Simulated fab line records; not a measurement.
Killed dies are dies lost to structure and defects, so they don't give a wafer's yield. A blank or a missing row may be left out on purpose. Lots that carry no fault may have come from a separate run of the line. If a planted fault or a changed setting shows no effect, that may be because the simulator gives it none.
Matching of chambers -- flow n5 finfet -- N5_BEOL_M0_SAQP_MANDREL_ETCH_103 on rie si-01 has 4 sister chambers
The step etches a-Si in HBr/Cl2, stops on SiCN, target depth 45 nm, bt time 10 s, time 27 s. 14 wafers are shown with their chamber, then 7 later ones without.

== WAFERS WITH THEIR CHAMBER ==
wafer,chamber,oes product au (a.u.)
L079.1,3,0.688
L079.3,1,0.658
L079.4,0,0.664
L081.1,1,0.673
L081.4,1,0.674
L081.5,2,0.659
L080.1,3,0.676
L080.4,3,0.695
L080.5,2,0.679
L086.1,2,0.656
L086.2,3,0.688
L086.3,1,0.677
L088.1,3,0.681
L088.4,2,0.667

SIGNATURES (averages over the wafers above)
reading,chamber 0,chamber 1,chamber 2,chamber 3,scatter within a chamber
oes product au,0.66400,0.67050,0.66525,0.68560,0.00864
Rule: distance of a wafer from a chamber = root of the sum over the readings of ((wafer's reading minus chamber's mean) / reading's scatter) squared. If the next closest chamber is less than 2 further off than the closest, the wafer can't be placed; otherwise it belongs to the closest. How the scatter is found: for the shown wafers, subtract from each reading the mean of its chamber, square and add these, divide the total by (wafers less chambers), then take the root.

== WAFERS WITH NO CHAMBER GIVEN ==
wafer,oes product au (a.u.)
L088.5,0.701
L092.1,0.681
L092.3,0.661
L092.6,0.656
L097.2,0.670
L097.4,0.662
L097.6,0.705

== WHICH CHAMBER EACH ONE RAN IN ==
wafer,from the rows above,in truth
L088.5,can't be placed: 3 or 1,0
L092.1,can't be placed: 3 or 1 or 2 or 0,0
L092.3,can't be placed: 0 or 2 or 1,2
L092.6,can't be placed: 0 or 2 or 1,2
L097.2,can't be placed: 1 or 2 or 0 or 3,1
L097.4,can't be placed: 0 or 2 or 1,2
L097.6,can't be placed: 3 or 1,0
Correct placement for 0 of the 7. Unplaceable from these rows: 7, with the true chamber sitting among the candidates in 5. Wrongly placed: 0.
